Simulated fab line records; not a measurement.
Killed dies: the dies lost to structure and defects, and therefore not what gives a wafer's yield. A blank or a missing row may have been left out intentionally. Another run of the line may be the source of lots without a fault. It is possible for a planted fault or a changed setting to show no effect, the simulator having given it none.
Chamber matching | flow nandHarc | rieDiel-13 running NHARC_A_STAIRCASE_DESCUM_186: 4 sister chambers
The step chemistry O2, time 3 s. 4 wafers are shown with their chamber, then 8 later ones without.

WAFERS, EACH WITH ITS CHAMBER
wafer  | chamber | drypumpMotorCurrentA (A)
L081.6 | 2       | 5.5
L086.1 | 3       | 5.2
L086.4 | 0       | 6.3
L089.3 | 1       | 6.2

WAFERS WHOSE CHAMBER IS MISSING
wafer  | drypumpMotorCurrentA (A)
L089.4 | 5.5
L089.5 | 5.2
L092.1 | 6.1
L092.5 | 5.5
L092.6 | 6.1
L096.1 | 6.3
L096.3 | 6.1
L096.6 | 5.2

WHICH CHAMBER EACH ONE RAN IN
wafer  | from the rows above     | in truth
L089.4 | 2                       | 2
L089.5 | 3                       | 3
L092.1 | can't be placed: 1 or 0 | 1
L092.5 | 2                       | 2
L092.6 | can't be placed: 1 or 0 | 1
L096.1 | can't be placed: 0 or 1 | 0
L096.3 | can't be placed: 1 or 0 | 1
L096.6 | 3                       | 3
4 of 8 placed correctly. Can't be placed from these rows: 4 (the true chamber is among the candidates in 4). Number placed wrongly: 0.
How it was worked out, from the rows above alone: a wafer's distance from a chamber is the root of the sum, over the readings, of the square of ((its reading less the chamber's mean) divided by the reading's scatter). The wafer belongs to the nearest chamber; if the next one is less than 2 further off, it can't be placed. Each chamber's mean is taken over the wafers shown for it. The scatter: with one shown wafer a chamber, the root of the mean of the squares of how far each hidden wafer lies from its nearest shown one.
